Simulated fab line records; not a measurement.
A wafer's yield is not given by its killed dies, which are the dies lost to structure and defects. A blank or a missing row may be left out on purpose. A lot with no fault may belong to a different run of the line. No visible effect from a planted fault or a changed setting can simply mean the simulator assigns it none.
Chamber matching    flow nand-harc    NHARC_A_BLC_ALD_23 on ald-metal-04 has 4 sister chambers
The step deposits TiN, target thk 3 nm, pulse time 1 s, ald cycles 150. 4 wafers are shown with their chamber, then 7 later ones without.

## WAFERS PAIRED WITH THEIR CHAMBERS
wafer   chamber  heater-power-w (W)
L078.3  0        1041
L078.5  1        1009
L083.2  3        1261
L083.4  2        1043

## WAFERS MISSING THEIR CHAMBER
wafer   heater-power-w (W)
L083.6  1232
L092.4  1064
L092.5  972
L092.6  1062
L094.1  958
L094.4  1058
L094.5  1051

## THE CHAMBER EACH PASSED THROUGH
wafer   from the rows above           in truth
L083.6  3                             3
L092.4  can't be placed: 2 or 0 or 1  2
L092.5  can't be placed: 1 or 0 or 2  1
L092.6  can't be placed: 2 or 0 or 1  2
L094.1  can't be placed: 1 or 0 or 2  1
L094.4  can't be placed: 2 or 0 or 1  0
L094.5  can't be placed: 2 or 0 or 1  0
Correct placement for 1 of the 7. Unplaceable from these rows: 6, with the true chamber sitting among the candidates in 6. Placed wrongly: 0.
How it was worked out, from the rows above alone: a wafer's distance from a chamber is the root of the sum, over the readings, of the square of ((its reading less the chamber's mean) divided by the reading's scatter). The wafer belongs to the nearest chamber; if the next one is less than 2 further off, it can't be placed. Each chamber's mean is taken over the wafers shown for it. The scatter (one wafer shown for each chamber): square how far every hidden wafer sits from the nearest shown wafer, average those squares and take the square root.
